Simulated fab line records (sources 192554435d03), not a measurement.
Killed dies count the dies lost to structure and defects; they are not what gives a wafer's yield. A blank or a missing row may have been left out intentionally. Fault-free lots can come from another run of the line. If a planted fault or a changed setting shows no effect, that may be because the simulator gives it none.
Tool commonality check	flow n5-finfet	11 lots and 33 wafers in the sample

WHY IT WAS OPENED
On 2 of the 11 lots, a flag is raised at N5_BEOL_M7_INSPECT_58 on the reading raw-defect-count. Wafers without a fault read 70, standard deviation 27.
Rule: a lot gets a flag if all its wafers with a number sit over 4 standard deviations from that mean, or if no wafer of it has a number. All remaining lots are regarded as sound.

lot	measured	on	raw-defect-count, wafer by wafer	flag
L870	day 9 16:58	defect-inspect-01	57 52 71	
L872	day 10 01:55	defect-inspect-02	87 118 78	
L873	day 10 11:10	defect-inspect-01	99 115 83	
L874	day 10 19:17	defect-inspect-02	50 104 63	
L876	day 11 08:48	defect-inspect-02	45 31 29	
L878	day 12 07:34	defect-inspect-01	53 33 58	
L881	day 13 05:24	defect-inspect-01	822 781 731	FLAGGED
L879	day 13 08:36	defect-inspect-02	700 686 759	FLAGGED
L889	day 14 14:30	defect-inspect-02	84 85 74	
L890	day 15 14:32	defect-inspect-02	30 44 43	
L892	day 15 22:14	defect-inspect-02	185 94 111	
Average over the flagged lots: 746; offset from the usual +676, equal to +25 standard deviations.

WHICH TOOL RAN EACH LOT
The record holds 2 process steps before the reading, out of a route of 1938 steps. Every cell lists first the tool, next ch and the chambers used by the sampled wafers, and last the start.
lot	flag	N5_BEOL_M7_ANNEAL_51	N5_BEOL_M7_CMP_52
L870		rtp-anneal-01 ch 0, day 9 16:07	cmp-01 ch 1,2,3, day 9 16:34
L872		rtp-anneal-01 ch 0, day 10 01:15	cmp-01 ch 0,1,2, day 10 01:29
L873		rtp-anneal-02 ch 0, day 10 10:28	cmp-03 ch 0,2,3, day 10 10:45
L874		rtp-anneal-02 ch 0, day 10 18:32	cmp-02 ch 0,2,3, day 10 18:52
L876		rtp-anneal-02 ch 0, day 11 08:06	cmp-03 ch 1,2,3, day 11 08:21
L878		rtp-anneal-02 ch 0, day 12 06:49	cmp-01 ch 0,1,2, day 12 07:12
L881	FLAGGED	rtp-anneal-02 ch 0, day 13 04:38	cmp-03 ch 0,2,3, day 13 04:57
L879	FLAGGED	rtp-anneal-01 ch 0, day 13 07:56	cmp-03 ch 1,2,3, day 13 08:16
L889		rtp-anneal-02 ch 0, day 14 13:45	cmp-01 ch 1,2, day 14 14:05
L890		rtp-anneal-02 ch 0, day 15 13:47	cmp-02 ch 0,1,2, day 15 14:05
L892		rtp-anneal-01 ch 0, day 15 21:29	cmp-02 ch 0,1,3, day 15 21:53
These steps, and what they do:
- N5_BEOL_M7_ANNEAL_51: time 90 s.
- N5_BEOL_M7_CMP_52: polishes, stops on SiCOH lowk, t overpolish 6.9 s, target thk 80 nm.
- N5_BEOL_M7_INSPECT_58: inspects for defects (darkfield).

FLAGGED OVER TOTAL, TOOL BY TOOL (the gauges that took the reading come last)
step	tool	lots run	flagged	share of the flagged lots	sound lots run after its first flagged lot
N5_BEOL_M7_ANNEAL_51	rtp-anneal-01	4	1	some	1 (L892)
N5_BEOL_M7_ANNEAL_51	rtp-anneal-02	7	1	some	2 (L889,L890)
N5_BEOL_M7_CMP_52	cmp-01	4	0	none	-
N5_BEOL_M7_CMP_52	cmp-02	3	0	none	-
N5_BEOL_M7_CMP_52	cmp-03	4	2	all	0
N5_BEOL_M7_INSPECT_58	defect-inspect-01	4	1	some	0
N5_BEOL_M7_INSPECT_58	defect-inspect-02	7	1	some	3 (L889,L890,L892)

WHAT THE TABLE ALLOWS
In the table, 1 row covers all flagged lots: cmp-03 at N5_BEOL_M7_CMP_52.
- cmp-03 at N5_BEOL_M7_CMP_52: 2 of its 4 lots flagged. Its last sound lot is L876 (day 11 08:21), its first flagged lot L881 (day 13 04:57): a fault that began between those two fits.
Left over: one tool, cmp-03 at N5_BEOL_M7_CMP_52.

WHAT HAD BEEN PUT IN BY THE SIMULATOR
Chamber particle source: cmp-03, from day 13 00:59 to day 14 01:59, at N5_BEOL_M7_CMP_52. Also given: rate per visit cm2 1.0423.
Struck lots among those shown: L881, L879. Same finding as the rule above.
